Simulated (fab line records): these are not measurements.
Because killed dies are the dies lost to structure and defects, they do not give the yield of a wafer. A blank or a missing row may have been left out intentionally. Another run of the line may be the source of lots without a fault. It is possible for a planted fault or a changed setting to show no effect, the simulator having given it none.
Split-lot trial ; flow n5_finfet ; 21 wafers read from 7 lots, route of 1938 steps

THE SPLIT
At N5_BEOL_M8_TRENCH_ETCH_37 (etches SiCOH lowk in C4F6/O2, target depth 93.478 nm, time 31.2 s), the setting time_s was moved away from the recipe's 31.2 s on 6 of the 21 wafers read, by -18.6% to +20.3%. The other wafers ran this setting at the recipe's value.

FROM THE SPLIT TO THE READING: what the file shows between them, 11 steps
- N5_BEOL_M8_ETCH_41: etches SiCN in CH3F/O2, target depth 31.9 nm, time 57.8 s
- N5_BEOL_M8_STRIP_80: strips in N2/H2, time 10 s
- N5_BEOL_M8_OCD_MEAS_38
- N5_BEOL_M8_HM_STRIP_39: strips TiN in peroxide tin strip, target depth 25 nm, time 158 s
- N5_BEOL_M8_SRD_40: time 30 s
- N5_BEOL_M8_ECD_50: material Cu, target thk 300 nm
- N5_BEOL_M8_ANNEAL_51: time 90 s
- N5_BEOL_M8_CMP_52: polishes, stops on SiCOH lowk, t overpolish 6.9 s, target thk 80 nm
- N5_BEOL_M8_THK_MEAS_53: measures by xrf
- N5_BEOL_M8_PRE_CLEAN_55: time 15 s
- N5_BEOL_M8_DEP_56: deposits SiCN from 3MS/NH3, target thk 10 nm, time 17.5 s

THE READING
Measured at N5_BEOL_M8_RS_MEAS_57 by four-point probe: M8_RS, in ohm/sq. Typical for fault-free wafers on this fab line: 0.281 ohm/sq, with standard deviation 0.0078 ohm/sq.

wafer;tool, chamber at the split;time_s as run, s;against the recipe;M8_RS, ohm/sq;against lot-mates on the recipe
L075.2;rie_diel-03, 3;31.2;recipe;0.278;-
L075.5;rie_diel-03, 0;31.2;recipe;0.271;-
L075.6;rie_diel-03, 3;31.2;recipe;0.275;-
L081.1;rie_diel-03, 3;31.2;recipe;0.281;-
L081.2;rie_diel-03, 0;31.2;recipe;0.270;-
L081.5;rie_diel-03, 3;37.51;+20.2%;0.220;-0.056
L086.2;rie_diel-06, 0;31.2;recipe;0.291;-
L086.3;rie_diel-06, 2;31.2;recipe;0.284;-
L086.6;rie_diel-06, 2;31.2;recipe;0.284;-
L084.2;rie_diel-03, 3;37.52;+20.3%;0.220;-0.068
L084.3;rie_diel-03, 2;31.2;recipe;0.288;-
L084.6;rie_diel-03, 1;37.52;+20.3%;0.215;-0.073
L091.2;rie_diel-03, 0;31.2;recipe;0.274;-
L091.3;rie_diel-03, 3;31.2;recipe;0.286;-
L091.5;rie_diel-03, 0;31.2;recipe;0.274;-
L090.2;rie_diel-06, 3;35.92;+15.1%;0.236;-0.046
L090.5;rie_diel-06, 0;35.92;+15.1%;0.240;-0.042
L090.6;rie_diel-06, 2;31.2;recipe;0.282;-
L097.1;rie_diel-06, 3;25.4;-18.6%;0.365;+0.091
L097.2;rie_diel-06, 2;31.2;recipe;0.275;-
L097.4;rie_diel-06, 2;31.2;recipe;0.273;-

THE FIT
A straight line over all 21 wafers: M8_RS changes by -0.00332 ohm/sq for each +1% of time_s; r = -0.97; the points scatter about the line by 0.0083 ohm/sq.
The same after taking each lot's own level away (the mean of its wafers on the recipe; 21 wafers): -0.00355 ohm/sq for each +1%; r = -0.98; scatter 0.0077 ohm/sq.
Per that fit: largest time_s move, reading shift of 0.072 ohm/sq.
The lots' own levels span 0.2740 to 0.2880 ohm/sq, that is 1.8 times the standard deviation above.
So the lot-to-lot level changes the slope little: the two slopes agree.
Check: for one of the wafers moved furthest among these (+20.3%), held out of the fit, the line's prediction against its lot-mates is -0.0692 ohm/sq. It came out at -0.068 ohm/sq against them.

OTHER SPLITS APPLIED TO THESE WAFERS
Other splits were also applied to these wafers ahead of the reading. Each is held against what the fit with the lots' levels taken away leaves over:
other split on the same wafers;wafers away from the commonest value;r with M8_RS (lot level and that fit taken away)
N5_BEOL_M6_HM_DEP_02 target_thk_a;4;+0.07
N5_BEOL_M6_TRENCH_ETCH_37 time_s;10;+0.43
N5_BEOL_M8_ETCH_65 source_w;11;+0.00

THE WHOLE CHAIN: every reading that the file lists as answering this split, in the file's order
step;what it does;reading;change (the file's fit);r (the file's)
N5_BEOL_M8_TRENCH_ETCH_37;etches SiCOH lowk in C4F6/O2, target depth 93.478 nm, time 31.2 s;etch.depth_nm (the simulator's own value, which no gauge read);+0.99 nm for each +1% of the setting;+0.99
N5_BEOL_M8_TRENCH_ETCH_37;etches SiCOH lowk in C4F6/O2, target depth 93.478 nm, time 31.2 s;BEOL_M8.feature_depth_nm (the simulator's own value, which no gauge read);+0.989 nm for each +1% of the setting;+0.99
N5_BEOL_M8_OCD_MEAS_38;;trench_depth_nm;+0.99 nm for each +1% of the setting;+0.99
N5_BEOL_M8_CMP_52;polishes, stops on SiCOH lowk, t overpolish 6.9 s, target thk 80 nm;Cu_of_BEOL_M8_ECD_50.thk_nm (the simulator's own value, which no gauge read);+0.946 nm for each +1% of the setting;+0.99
N5_BEOL_M8_THK_MEAS_53;measures by xrf;M8_THK;+0.94 for each +1% of the setting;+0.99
N5_BEOL_M8_RS_MEAS_57;measures by four-point-probe;M8_RS;-0.00352 for each +1% of the setting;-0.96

FILE'S OWN FIT
M8_RS changes by -0.00352 ohm/sq for each +1% of time_s, r = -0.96.
